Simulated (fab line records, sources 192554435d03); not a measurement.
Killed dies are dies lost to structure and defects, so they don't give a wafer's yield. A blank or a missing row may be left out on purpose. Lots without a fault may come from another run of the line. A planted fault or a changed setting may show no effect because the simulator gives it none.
fab line records | flow n5_finfet
record lots=10 wafers=25 last_day=21
route steps=1938 shown BEOL_M1@774 BEOL_M4@1111 PASSIVATION@1936
lots that met no fault: from a run of the same line without faults
start_h: hours from the record's first day to the start of the lot's first wafer shown | wait_h: hours since the lot's step before | " the same as in the row above | L1.1+2: a row that stands for several wafers | - no value, or no start given | * or withheld: withheld | < > ~ a bound
route shown NAME@n: a module of which the file shows steps, and the number in the route of the first | usual: mean/standard deviation of fault-free wafers | same: alike in all rows | chamber/n: place in a boat | sites: the reading at each site | _std_site: their standard deviation | _edge_site: outer sites' mean less inner sites' | radius_mm: how far each site lies from the wafer's centre | mask NAME#n: copy n | behind: the tool/chamber that last shaped the wafer | hold: why the lot was held/for how many hours/how that ended | device: the transistor (n, p or np) that didn't switch | end of line: the same wafers' tests at the end of the route | a step without rows: its recipe alone | killed: dies lost to structure and defects at the first sort, not the wafer's yield | map: a wafer's dies, x killed, . not, _ none there
set.NAME: the setting as run; set.NAME@STEP: as run at that earlier step | model.NAME: the simulator's own value behind a step, which no gauge read
steps of the route over a sample of lots; a table a step, a row a wafer
services: from which hour (start_h, from the record's first day; less than 0 if before it) a tool's chamber was out of use, for how many hours, and why
## steps
# step N5_BEOL_M1_HM_OPEN_17
# recipe chemistry=Cl2/BCl3 target_depth_a=200 overetch_a=60 target=TiN mask_material=SOC ion_energy_ev=150 pressure_mtorr=10 icp_w=1000 bias_w=126 Cl2_flow_sccm=53.25 bcl3_flow_sccm=21.75 Ar_flow_sccm=25
# usual bias_w=126.1/0.41 drypump_motor_current_A=6.0/0.45 mfc_cl2_sccm=53.26/0.17 oes_product_au=0.63/0.055 throttle_valve_pct=22.0/0.32
# columns lot.wafer tool chamber start_h wait_h bias_w drypump_motor_current_A mfc_cl2_sccm oes_product_au rf_hours_counter_h throttle_valve_pct
L199.2 rie_metal-02 1 152.78 0.0 125.4 5.4 53.41 0.60 87 22.5
L199.6 " 0 " " 125.9 5.4 53.51 0.68 - 22.1
L203.1 rie_metal-01 1 170.60 0.0 126.4 6.3 53.44 0.62 74 22.0
L203.2 " 0 " " 125.8 6.4 53.29 0.71 25 21.4
L203.6 " 1 " " 126.2 6.3 53.41 0.62 - 22.0
L204.1 rie_metal-02 0 174.94 0.0 125.8 5.4 53.16 0.67 37 22.1
L204.3 " 0 " " 125.6 5.4 53.13 0.67 - 22.1
L204.6 " 1 " " 125.7 5.5 53.32 0.59 - 22.5
L205.1 rie_metal-02 0 180.30 0.0 127.2 5.4 52.80 0.68 37 22.0
L205.2 " 1 " " 125.7 5.5 53.04 0.59 88 22.5
L205.5 " 0 " " 126.8 5.4 53.06 0.67 - 22.1
L206.1 rie_metal-01 1 190.37 0.0 125.7 6.3 53.07 0.61 76 22.0
L206.6 " 0 " " 126.0 6.4 53.28 0.70 - 21.4
L207.3 rie_metal-03 1 195.47 0.1 126.0 6.5 53.03 0.54 - 22.3
L207.6 " 0 " " 126.3 5.7 53.15 0.69 - 22.1
L208.4 rie_metal-01 0 197.12 0.1 125.5 6.4 53.36 0.69 - 21.5
L208.6 " 0 " " 126.4 6.4 53.46 0.69 - 21.5
L213.4 rie_metal-02 1 229.51 0.1 126.0 5.4 52.93 0.59 - 22.5
L213.6 " 0 " " 126.1 5.4 53.64 0.66 - 22.1
L218.1 rie_metal-02 0 259.20 0.0 126.3 5.4 53.38 0.64 47 22.1
L218.5 " 1 " " 126.8 5.5 53.27 0.57 - 22.5
L218.6 " 0 " " 126.5 5.4 53.23 0.64 - 22.1
L219.2 rie_metal-01 1 266.16 0.0 125.8 6.3 53.29 0.59 87 22.0
L219.3 " 1 " " 126.2 6.3 53.45 0.58 - 22.0
L219.6 " 1 " " 126.4 6.3 53.20 0.59 - 22.1
# step N5_BEOL_M1_ETCH_77
# recipe chemistry=N2/H2 target=underlayer target_depth_a=65 mask_material=CAR-EUV time_s=5.2 ion_energy_ev=200 pressure_mtorr=30 source_w=840 bias_w=150 n2_flow_sccm=200 h2_flow_sccm=200 ends=cleared
# usual bias_w=150.0/0.44 drypump_motor_current_A=5.7/0.39 etch_rf_on_time_s=5.18/0.14 oes_product_au=0.67/0.076 rf_vpp_V=524/3 showerhead_plenum_p_Torr=2.52/0.096 throttle_valve_pct=17.8/0.32
# columns lot.wafer tool chamber start_h wait_h bias_w drypump_motor_current_A etch_rf_on_time_s oes_product_au rf_hours_counter_h rf_vpp_V showerhead_plenum_p_Torr throttle_valve_pct
L199.2 rie_diel-03 3 153.44 0.0 149.3 6.4 5.32 0.66 119 526 2.54 17.6
L199.6 " 0 " " 150.3 5.2 5.20 0.58 - 523 2.50 18.1
L203.1 rie_diel-06 3 171.46 0.0 149.8 5.4 5.28 0.58 252 520 2.41 18.5
L203.2 " 2 " " 149.3 5.8 5.32 0.62 164 526 2.64 17.4
L203.6 " 2 " " 149.6 5.8 5.30 0.62 - 525 2.64 17.4
L204.1 rie_diel-02 1 176.08 0.0 150.2 4.8 5.12 0.66 151 524 2.54 18.1
L204.3 " 3 " " 149.7 5.4 5.12 0.75 33 529 2.70 17.5
L204.6 " 3 " " 150.6 5.4 5.23 0.73 - 527 2.69 17.5
L205.1 rie_diel-06 0 181.08 0.0 150.6 5.7 5.14 0.84 3 523 2.49 17.3
L205.2 " 2 " " 149.9 5.8 6.17 0.56 168 527 2.64 17.5
L205.5 " 0 " " 151.0 5.7 5.16 0.85 - 526 2.49 17.3
L206.1 rie_diel-06 0 191.26 0.0 149.6 5.7 5.11 0.83 7 522 2.49 17.3
L206.6 " 1 " " 149.7 5.7 6.00 0.61 - 520 2.42 18.0
L207.3 rie_diel-02 3 196.23 0.0 149.5 5.4 5.18 0.72 41 531 2.69 17.5
L207.6 " 1 " " 150.5 4.8 5.08 0.65 - 524 2.53 18.1
L208.4 rie_diel-06 2 198.05 0.0 150.4 5.8 5.30 0.62 - 528 2.64 17.5
L208.6 " 1 " " 150.0 5.6 6.01 0.60 - 522 2.42 18.1
L213.4 rie_diel-03 2 230.26 0.0 150.0 6.0 5.10 0.60 206 520 2.42 17.6
L213.6 " 0 " " 150.4 5.3 4.99 0.81 - 524 2.49 17.7
L218.1 rie_diel-03 1 259.86 0.0 149.7 5.9 5.03 0.61 241 528 2.61 17.9
L218.5 " 0 " " 150.0 5.2 5.01 0.77 - 524 2.48 17.7
L218.6 " 1 " " 150.0 5.9 5.02 0.62 - 527 2.61 17.9
L219.2 rie_diel-06 2 266.94 0.0 150.2 5.8 5.21 0.60 197 526 2.63 17.5
L219.3 " 0 " " 150.6 5.7 5.12 0.78 32 523 2.48 17.3
L219.6 " 1 " " 149.1 5.6 5.25 0.63 - 521 2.41 18.1
# step N5_BEOL_M1_VIA_ETCH_34
# recipe chemistry=C4F6/O2 target_depth_a=678 mask_material=SOC pressure_mtorr=15 ion_energy_ev=250 taper_deg=4 time_s=64.4 source_w=350 bias_w=170 Ar_flow_sccm=300 C4F6_flow_sccm=10 O2_flow_sccm=10
# usual O2_flow_sccm=9.997/0.029 bias_w=169.9/0.46 drypump_motor_current_A=5.7/0.41 oes_product_au=0.78/0.085 rf_vpp_V=667/18 showerhead_plenum_p_Torr=2.85/0.11 throttle_valve_pct=30.9/0.44
# columns lot.wafer tool chamber start_h wait_h O2_flow_sccm bias_w drypump_motor_current_A oes_product_au rf_hours_counter_h rf_vpp_V showerhead_plenum_p_Torr throttle_valve_pct
L199.2 rie_diel-02 3 165.24 0.0 10.015 170.2 5.4 0.87 28 667 3.01 30.3
L199.6 " 0 " " 10.005 169.5 5.8 0.84 - 656 2.81 31.2
L203.1 rie_diel-02 2 179.06 0.0 10.004 169.4 5.9 0.70 184 689 2.73 30.9
L203.2 " 3 " " 10.020 170.0 5.4 0.87 33 666 3.01 30.3
L203.6 " 3 " " 9.990 170.0 5.4 0.88 - 668 3.01 30.3
L204.1 rie_diel-03 3 179.07 0.0 9.945 169.9 6.5 0.75 129 672 2.89 30.8
L204.3 " 1 " " 10.011 169.9 5.9 0.74 213 674 2.92 30.6
L204.6 " 3 " " 9.908 169.1 6.4 0.75 - 671 2.89 30.8
L205.1 rie_diel-03 3 182.32 0.0 10.010 170.0 6.5 0.75 129 672 2.89 30.8
L205.2 " 2 " " 9.919 169.7 6.0 0.72 187 665 2.70 30.3
L205.5 " 3 " " 10.006 170.1 6.5 0.75 - 674 2.89 30.8
L207.3 rie_diel-02 1 197.74 0.0 10.005 170.0 4.8 0.77 159 653 2.89 31.6
L207.6 " 1 " " 10.001 170.4 4.8 0.77 - 654 2.89 31.6
L206.1 rie_diel-03 3 197.78 0.0 10.009 169.2 6.5 0.75 136 673 2.89 30.8
L206.6 " 0 " " 10.031 169.5 5.2 0.66 - 620 2.79 31.1
L208.4 rie_diel-02 0 206.44 0.0 10.009 170.6 5.8 0.82 78 656 2.80 31.2
L208.6 " 1 " " 9.986 170.0 4.9 0.75 - 656 2.88 31.6
L213.4 rie_diel-02 0 231.82 0.0 9.954 169.8 5.8 0.82 - 656 2.80 31.2
L213.6 " 2 " " 9.974 170.6 5.9 0.69 - 687 2.72 30.9
L218.1 rie_diel-06 0 265.14 0.0 9.983 169.1 5.7 0.93 32 685 2.80 30.5
L218.5 " 3 " " 9.978 169.2 5.4 0.93 - 693 3.03 31.2
L218.6 " 0 " " 9.976 169.7 5.7 0.93 - 684 2.80 30.5
L219.2 rie_diel-02 3 268.67 0.0 9.971 169.7 5.4 0.81 65 666 3.00 30.4
L219.3 " 0 " " 10.012 170.5 5.8 0.81 99 656 2.79 31.2
L219.6 " 3 " " 10.002 169.5 5.4 0.80 - 668 3.00 30.4
# step N5_BEOL_M1_STRIP_97
# recipe chemistry=N2/H2 time_s=10 power_w=450 temp_c=40 pressure_mtorr=20 rf_frequency_hz=6e+07 bias_power_w=7 n2_flow_sccm=200 h2_flow_sccm=200
# usual drypump_motor_current_A=5.7/0.41 oes_product_au=0.78/0.085 rf_vpp_V=59.1/0.92 showerhead_plenum_p_Torr=2.53/0.1 throttle_valve_pct=23.5/0.33
# columns lot.wafer tool chamber start_h wait_h drypump_motor_current_A oes_product_au rf_hours_counter_h rf_vpp_V showerhead_plenum_p_Torr throttle_valve_pct
L199.2 rie_diel-02 3 - - 5.4 0.87 29 58.0 2.69 23.3
L199.6 " 0 " " 5.8 0.84 - 58.1 2.45 23.4
L203.1 rie_diel-02 2 - - 5.9 0.71 184 58.1 2.44 23.8
L203.2 " 3 " " 5.4 0.87 33 59.5 2.69 23.3
L203.6 " 3 " " 5.4 0.86 - 58.7 2.69 23.3
L204.1 rie_diel-03 3 - - 6.5 0.75 129 59.1 2.54 23.2
L204.3 " 1 " " 5.9 0.72 213 59.4 2.62 23.6
L204.6 " 3 " " 6.5 0.74 - 60.9 2.54 23.2
L205.1 rie_diel-03 3 - - 6.5 0.75 129 60.5 2.54 23.2
L205.2 " 2 " " 6.0 0.72 187 57.7 2.42 23.4
L205.5 " 3 " " 6.4 0.74 - 60.3 2.54 23.2
L207.3 rie_diel-02 1 - - 4.8 0.77 159 59.5 2.53 24.0
L207.6 " 1 " " 4.8 0.76 - 58.0 2.53 24.0
L206.1 rie_diel-03 3 - - 6.5 0.74 136 58.5 2.53 23.2
L206.6 " 0 " " 5.2 0.66 - 58.6 2.49 23.8
L208.4 rie_diel-02 0 - - 5.8 0.83 78 61.5 2.44 23.4
L208.6 " 1 " " 4.9 0.76 - 58.3 2.53 24.0
L213.4 rie_diel-02 0 - - 5.8 0.81 - 58.7 2.44 23.4
L213.6 " 2 " " 5.9 0.68 - 58.0 2.43 23.8
L218.1 rie_diel-06 0 - - 5.7 0.93 32 59.3 2.47 23.0
L218.5 " 3 " " 5.4 0.92 - 58.6 2.72 24.1
L218.6 " 0 " " 5.7 0.92 - 59.3 2.47 23.0
L219.2 rie_diel-02 3 - - 5.4 0.81 65 59.8 2.68 23.4
L219.3 " 0 " " 5.8 0.80 99 59.2 2.43 23.5
L219.6 " 3 " " 5.4 0.80 - 59.8 2.68 23.4
# step N5_BEOL_M4_RC_MEAS_101
# usual DIBL_N=37.7/2 DIBL_P=37.7/2.3 IOFF_N=0.18/0.039 IOFF_P=0.23/0.042 ION_N=681/12 ION_P=463/8 SS_N=71.9/0.68 SS_P=73.6/0.71 VT_N=248/3.2 VT_P=-249/3.1
# columns lot.wafer tool chamber start_h wait_h DIBL_N[mV/V] DIBL_P[mV/V] IOFF_N[nA/um] IOFF_P[nA/um] ION_N[uA/um] ION_P[uA/um] SS_N[mV/dec] SS_P[mV/dec] VT_N[mV] VT_P[mV]
L199.2 prober-02 0 276.70 0.2 38.0 37.0 0.19 0.20 692 462 71.4 73.3 247 -252
L199.6 " 0 " " 37.4 37.3 0.16 0.21 681 459 71.2 73.3 249 -252
L203.1 prober-01 0 298.57 0.0 40.2 40.8 0.22 0.27 673 456 72.8 74.5 246 -248
L203.2 " 0 " " 39.1 39.3 0.21 0.24 687 465 72.5 73.8 247 -248
L203.6 " 0 " " 38.9 38.2 0.19 0.22 662 449 71.9 73.5 251 -251
L204.1 prober-02 0 306.99 0.0 38.7 39.1 0.19 0.25 679 459 72.9 74.1 248 -251
L204.3 " 0 " " 36.7 36.1 0.15 0.18 680 458 72.5 73.9 250 -256
L204.6 " 0 " " 37.4 39.1 0.18 0.25 695 471 72.8 74.3 251 -250
L205.1 prober-01 0 309.95 0.0 37.6 36.9 0.16 0.23 664 460 72.0 74.0 250 -249
L205.2 " 0 " " 40.3 38.5 0.23 0.25 682 461 72.7 74.1 247 -245
L205.5 " 0 " " 38.8 38.6 0.18 0.24 670 455 71.5 73.5 251 -250
L207.3 prober-01 0 317.48 0.3 39.9 40.9 0.22 0.27 709 470 72.0 74.2 244 -249
L207.6 " 0 " " 41.5 41.8 0.27 0.30 715 484 72.1 74.2 242 -245
L206.1 prober-02 0 323.10 0.0 34.1 34.6 0.14 0.18 668 453 70.5 72.2 250 -252
L206.6 " 0 " " 36.5 37.8 0.20 0.22 686 462 72.0 73.3 246 -248
L208.4 prober-02 0 327.22 0.5 37.8 36.4 0.18 0.21 664 454 72.2 74.0 250 -254
L208.6 " 0 " " 39.7 38.2 0.21 0.23 681 462 72.7 73.4 246 -252
L213.4 prober-02 0 348.91 0.5 37.3 36.6 0.16 0.23 680 463 72.0 74.3 252 -250
L213.6 " 0 " " 38.1 37.9 0.19 0.25 676 459 72.4 73.7 249 -246
L218.1 prober-02 0 389.10 0.0 39.4 38.3 0.22 0.26 685 469 73.2 73.9 245 -247
L218.5 " 0 " " 36.0 34.0 0.17 0.19 680 459 71.6 72.8 249 -251
L218.6 " 0 " " 38.5 39.8 0.22 0.30 688 471 71.4 73.6 244 -246
L219.2 prober-02 0 402.43 0.2 36.5 36.5 0.16 0.26 662 460 71.5 73.6 250 -245
L219.3 " 0 " " 33.3 31.9 0.12 0.17 680 463 70.8 73.0 248 -251
L219.6 " 0 " " 36.9 37.3 0.19 0.26 686 475 72.2 74.0 248 -246
# step N5_PASSIVATION_PROBE_49
# usual defect_limited_yield=91.1/1.4 killed_at_M0_to_M3=34/9.6 killed_at_M4_up=15/5.3 killed_at_contacts=12/6.1 killed_at_front_end=40/11 killed_at_other=3.5/2.8 killed_dies=105/17 killed_open=70/12 killed_short=34/7.7 sort_bin_5_function=5.2/0.97 sort_bin_6_memory=3.4/0.62 sort_n_pass=1075/17 sort_yield_pct=91.1/1.4
# same gross_dies=1180 killed_at_back_side=0 sort_bin_4_leakage[%]=0 sort_bin_8_speed[%]=0
# columns lot.wafer tool chamber start_h wait_h defect_limited_yield[%] killed_at_M0_to_M3 killed_at_M4_up killed_at_contacts killed_at_front_end killed_at_other killed_dies killed_open killed_short sort_bin_5_function[%] sort_bin_6_memory[%] sort_n_pass sort_yield_pct[%]
L199.2 prober-01 - 392.31 0.1 90.6 37 20 11 41 2 111 84 25 6.4 2.9 1069 90.6
L199.6 prober-01 - 392.51 0.3 89.7 35 17 23 45 2 122 74 45 6.4 3.7 1058 89.7
L203.1 prober-02 - 407.84 0.0 92.2 35 12 12 31 2 92 58 31 4.2 3.3 1088 92.2
L203.2 prober-02 - 407.89 0.1 91.8 39 18 11 27 2 97 63 32 5.6 2.4 1083 91.8
L203.6 prober-02 - 408.09 0.3 89.5 48 16 12 43 5 124 74 42 6.5 3.3 1056 89.5
L205.1 prober-02 - 408.14 0.1 90.8 33 23 10 37 6 109 71 36 5.5 3.5 1071 90.8
L205.2 prober-02 - 408.19 0.2 91.4 25 19 15 32 10 101 70 26 4.4 3.6 1079 91.4
L205.5 prober-02 - 408.34 0.3 92.2 18 13 25 34 2 92 66 24 4.5 3.1 1088 92.2
L204.1 prober-02 - 413.05 0.0 91.9 22 8 15 48 2 95 66 28 3.6 4.2 1085 91.9
L204.3 prober-02 - 413.15 0.1 92.4 28 11 14 32 5 90 60 30 5.1 2.3 1090 92.4
L204.6 prober-02 - 413.30 0.3 88.8 45 16 16 55 0 132 87 45 6.8 4.2 1048 88.8
L207.3 prober-01 - 420.62 0.1 93.1 16 19 7 37 3 82 56 26 3.9 2.7 1098 93.1
L207.6 prober-01 - 420.77 0.3 93.0 9 20 8 44 2 83 54 29 4.6 2.0 1097 93.0
L208.6 prober-01 - 433.69 0.3 92.5 32 20 21 16 0 89 62 27 4.3 3.1 1091 92.5
L206.1 prober-01 - 435.73 0.0 90.9 38 20 9 39 1 107 66 39 4.7 3.9 1073 90.9
L213.4 prober-02 - 450.00 0.2 90.5 39 15 9 45 4 112 75 37 5.0 3.9 1068 90.5
L213.6 prober-02 - 450.10 0.3 91.2 34 7 19 41 3 104 68 36 5.7 3.0 1076 91.2
L218.1 prober-02 - 501.33 0.3 92.5 20 13 8 42 6 89 55 32 4.3 2.9 1091 92.5
L218.5 prober-02 - 501.53 0.5 90.8 46 8 6 43 5 108 62 45 4.9 3.6 1072 90.8
L218.6 prober-02 - 501.58 0.5 90.6 34 12 7 53 5 111 71 39 6.0 3.1 1069 90.6
L219.2 prober-01 - 510.11 0.1 93.0 30 10 9 30 4 83 53 27 3.8 2.8 1097 93.0
L219.3 prober-01 - 510.16 0.1 93.0 25 13 8 34 3 83 55 26 4.2 2.5 1097 93.0
L219.6 prober-01 - 510.31 0.3 93.2 22 13 8 25 12 80 54 25 3.7 2.7 1100 93.2
# killed by level:class
L199.2 BEOL_M4:geometric_particle:open=17 BEOL_M3:geometric_particle:open=15 FIN_SAQP:geometric_particle:open=11 MOL_CONTACT_COAG:geometric_particle:open=8 BEOL_M0_SAQP:geometric_particle:open=7 STI_FIN_REVEAL:geometric_particle:open=6 DUMMY_GATE:geometric_particle:open=6 FIN_SAQP:geometric_particle:short=4
L199.6 MOL_CONTACT_COAG:geometric_particle:open=15 BEOL_M3:geometric_particle:open=12 BEOL_M0_SAQP:geometric_particle:short=9 BEOL_M4:geometric_particle:open=9 MOL_CONTACT_COAG:geometric_particle:short=8 STI_FIN_REVEAL:geometric_particle:open=7 FIN_SAQP:geometric_particle:open=6 STI_FIN_REVEAL:geometric_particle:short=5
L203.1 MOL_CONTACT_COAG:geometric_particle:open=8 BEOL_M0_SAQP:geometric_particle:short=7 BEOL_M2:geometric_particle:open=7 BEOL_M3:geometric_particle:open=6 GATE_CUT:geometric_particle:short=6 BEOL_M0_SAQP:geometric_particle:open=5 BEOL_M4:geometric_particle:open=5 FIN_SAQP:geometric_particle:open=4
L203.2 BEOL_M0_SAQP:geometric_particle:open=13 MOL_CONTACT_COAG:geometric_particle:open=10 BEOL_M4:geometric_particle:open=9 BEOL_M0_SAQP:geometric_particle:short=8 BEOL_M2:geometric_particle:open=6 DUMMY_GATE:geometric_particle:open=5 FIN_SAQP:geometric_particle:short=4 BEOL_M1:geometric_particle:open=4
L203.6 BEOL_M2:geometric_particle:open=12 FIN_SAQP:geometric_particle:short=11 BEOL_M1:geometric_particle:open=10 MOL_CONTACT_COAG:geometric_particle:open=9 BEOL_M0_SAQP:geometric_particle:open=9 BEOL_M0_SAQP:geometric_particle:short=7 HKMG_FIN:area_etch=7 BEOL_M4:geometric_particle:open=6
L205.1 BEOL_M4:geometric_particle:open=15 MOL_CONTACT_COAG:geometric_particle:open=9 BEOL_M2:geometric_particle:open=9 BEOL_M0_SAQP:geometric_particle:short=8 GATE_CUT:geometric_particle:short=7 ILD0:geometric_particle:open=6 FIN_SAQP:geometric_particle:open=5 BEOL_M1:geometric_particle:open=5
L205.2 MOL_CONTACT_COAG:geometric_particle:open=12 BEOL_M4:geometric_particle:open=10 STI_FIN_REVEAL:geometric_particle:open=9 BEOL_M2:geometric_particle:open=8 FIN_SAQP:geometric_particle:open=5 HKMG_FIN:area_etch=5 BEOL_M0_SAQP:geometric_particle:open=4 BEOL_M0:geometric_particle:open=4
L205.5 MOL_CONTACT_COAG:geometric_particle:open=20 STI_FIN_REVEAL:geometric_particle:open=7 FIN_SAQP:geometric_particle:open=6 BEOL_M4:geometric_particle:open=6 MOL_CONTACT_COAG:geometric_particle:short=5 STI_FIN_REVEAL:geometric_particle:short=4 DUMMY_GATE:geometric_particle:open=4 BEOL_M0_SAQP:geometric_particle:open=4
L204.1 STI_FIN_REVEAL:geometric_particle:open=14 FIN_SAQP:geometric_particle:open=10 MOL_CONTACT_COAG:geometric_particle:open=10 BEOL_M0_SAQP:geometric_particle:open=9 BEOL_M0_SAQP:geometric_particle:short=6 ILD0:geometric_particle:short=5 MOL_CONTACT_COAG:geometric_particle:short=5 GATE_CUT:geometric_particle:short=4
L204.3 MOL_CONTACT_COAG:geometric_particle:open=10 BEOL_M0_SAQP:geometric_particle:open=10 FIN_SAQP:geometric_particle:open=8 BEOL_M0_SAQP:geometric_particle:short=8 STI_FIN_REVEAL:geometric_particle:open=7 BEOL_M4:geometric_particle:open=6 BEOL_M1:geometric_particle:open=5 STARTING-WAFER:geometric_particle:short=5
L204.6 BEOL_M0_SAQP:geometric_particle:open=18 FIN_SAQP:geometric_particle:open=13 FIN_SAQP:geometric_particle:short=11 STI_FIN_REVEAL:geometric_particle:open=11 MOL_CONTACT_COAG:geometric_particle:open=10 BEOL_M0_SAQP:geometric_particle:short=9 BEOL_M4:geometric_particle:open=8 MOL_CONTACT_COAG:geometric_particle:short=6
L207.3 BEOL_M4:geometric_particle:open=8 FIN_SAQP:geometric_particle:short=7 MOL_CONTACT_COAG:geometric_particle:open=7 STARTING-WAFER:geometric_particle:short=6 STI_FIN_REVEAL:geometric_particle:open=5 GATE_CUT:geometric_particle:open=5 BEOL_M2:geometric_particle:open=5 BEOL_M0_SAQP:geometric_particle:open=4
L207.6 FIN_SAQP:geometric_particle:open=10 GATE_CUT:geometric_particle:short=9 FIN_SAQP:geometric_particle:short=8 MOL_CONTACT_COAG:geometric_particle:open=8 BEOL_M4:geometric_particle:open=6 GATE_CUT:geometric_particle:open=4 BEOL_M8:geometric_particle:open=4 FIN_CUT:geometric_particle:open=3
L208.6 MOL_CONTACT_COAG:geometric_particle:open=14 BEOL_M3:geometric_particle:open=12 BEOL_M4:geometric_particle:open=8 MOL_CONTACT_COAG:geometric_particle:short=7 BEOL_M2:geometric_particle:open=7 STI_FIN_REVEAL:geometric_particle:open=4 BEOL_M1:geometric_particle:open=4 BEOL_M5:geometric_particle:open=4
L206.1 BEOL_M0_SAQP:geometric_particle:short=10 DUMMY_GATE:geometric_particle:open=9 BEOL_M2:geometric_particle:open=8 MOL_CONTACT_COAG:geometric_particle:open=6 BEOL_M0_SAQP:geometric_particle:open=6 FIN_SAQP:geometric_particle:short=5 FIN_SAQP:geometric_particle:open=5 BEOL_M3:geometric_particle:open=5
L213.4 BEOL_M2:geometric_particle:open=15 FIN_SAQP:geometric_particle:short=11 FIN_SAQP:geometric_particle:open=10 STI_FIN_REVEAL:geometric_particle:open=9 BEOL_M0_SAQP:geometric_particle:short=6 MOL_CONTACT_COAG:geometric_particle:open=5 BEOL_M3:geometric_particle:open=5 DUMMY_GATE:geometric_particle:open=4
L213.6 MOL_CONTACT_COAG:geometric_particle:open=17 BEOL_M2:geometric_particle:open=12 FIN_SAQP:geometric_particle:short=11 FIN_SAQP:geometric_particle:open=9 STI_FIN_REVEAL:geometric_particle:open=7 BEOL_M1:geometric_particle:open=5 BEOL_M2:geometric_particle:short=5 BEOL_M0_SAQP:geometric_particle:short=4
L218.1 FIN_SAQP:geometric_particle:open=8 STI_FIN_REVEAL:geometric_particle:open=7 BEOL_M3:geometric_particle:open=6 MOL_CONTACT_COAG:geometric_particle:open=5 BEOL_M0_SAQP:geometric_particle:short=5 BEOL_M4:geometric_particle:open=5 FIN_SAQP:geometric_particle:short=4 SPACER0:geometric_particle:short=4
L218.5 BEOL_M0_SAQP:geometric_particle:short=10 BEOL_M2:geometric_particle:open=10 FIN_SAQP:geometric_particle:short=7 BEOL_M0_SAQP:geometric_particle:open=7 BEOL_M3:geometric_particle:open=7 FIN_SAQP:geometric_particle:open=5 SPACER0:geometric_particle:short=5 SPACER0:geometric_particle:open=5
L218.6 FIN_SAQP:geometric_particle:short=14 BEOL_M1:geometric_particle:open=9 BEOL_M2:geometric_particle:open=8 STI_FIN_REVEAL:geometric_particle:open=7 STARTING-WAFER:geometric_particle:open=7 MOL_CONTACT_COAG:geometric_particle:open=5 FIN_SAQP:geometric_particle:open=4 DUMMY_GATE:geometric_particle:open=4
L219.2 BEOL_M2:geometric_particle:open=12 MOL_CONTACT_COAG:geometric_particle:open=8 BEOL_M0_SAQP:geometric_particle:open=8 FIN_SAQP:geometric_particle:short=5 STI_FIN_REVEAL:geometric_particle:open=5 STARTING-WAFER:geometric_particle:short=5 FIN_SAQP:geometric_particle:open=4 GATE_CUT:geometric_particle:short=4
L219.3 BEOL_M2:geometric_particle:open=10 MOL_CONTACT_COAG:geometric_particle:open=8 FIN_SAQP:geometric_particle:open=6 FIN_SAQP:geometric_particle:short=6 STARTING-WAFER:geometric_particle:open=6 BEOL_M4:geometric_particle:open=5 BEOL_M0_SAQP:geometric_particle:open=4 DUMMY_GATE:geometric_particle:open=3
L219.6 STI_FIN_REVEAL:geometric_particle:open=7 MOL_CONTACT_COAG:geometric_particle:open=7 BEOL_M0_SAQP:geometric_particle:short=7 BEOL_M4:geometric_particle:open=7 BEOL_M2:geometric_particle:open=5 FIN_SAQP:geometric_particle:open=4 MIM_TOP:geometric_particle:open=4 PAD_METAL:geometric_particle:short=4
## services
# columns tool chamber start_h hours kind
rie_metal-03 - 140.36 2.8 pm
rie_diel-06 0 152.53 - clean
rie_diel-06 0 152.53 - consumable_replace:focus_ring
rie_diel-06 0 152.53 21.1 scheduled_down
rie_diel-06 0 152.53 21.1 vent_cycle
rie_metal-02 1 166.21 4.4 repair
rie_metal-01 - 177.00 0.5 repair
rie_diel-06 3 179.10 4.1 repair
rie_diel-06 3 183.24 - clean
rie_diel-06 3 183.24 - consumable_replace:focus_ring
rie_diel-06 3 183.24 - consumable_replace:showerhead
rie_diel-06 3 183.24 21.2 scheduled_down
rie_diel-06 3 183.24 21.2 vent_cycle
rie_diel-03 0 200.42 - clean
rie_diel-03 0 200.42 - consumable_replace:focus_ring
rie_diel-03 0 200.42 14.1 scheduled_down
rie_diel-03 0 200.42 14.1 vent_cycle
rie_metal-03 - 217.63 28.1 pm
rie_metal-03 1 245.73 - clean
rie_metal-03 1 245.73 15.1 scheduled_down
rie_metal-03 1 245.73 15.1 vent_cycle
rie_diel-02 2 261.12 1.7 repair
rie_diel-03 3 264.21 16.9 repair
rie_diel-03 0 266.87 9.2 repair
## key
first_sign step=N5_BEOL_M1_ETCH_77 reading=etch_rf_on_time_s direction=up sigmas=6.4 usual=* struck=*
effect none on later readings
met_at N5_BEOL_M1_ETCH_77
struck_lots L205,L206,L208
struck_wafers L205.2,L206.6,L208.6
not_acting_at N5_BEOL_M1_HM_OPEN_17,N5_BEOL_M1_VIA_ETCH_34,N5_BEOL_M1_STRIP_97
onset_between 171.46 181.08
fault kind=process_parameter_drift tool=rie_diel-06 chamber=- onset_h=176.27 steps=N5_BEOL_M1_ETCH_77 channel=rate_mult offset=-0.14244 shape=step end_h=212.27 scope=struck_wafers_only
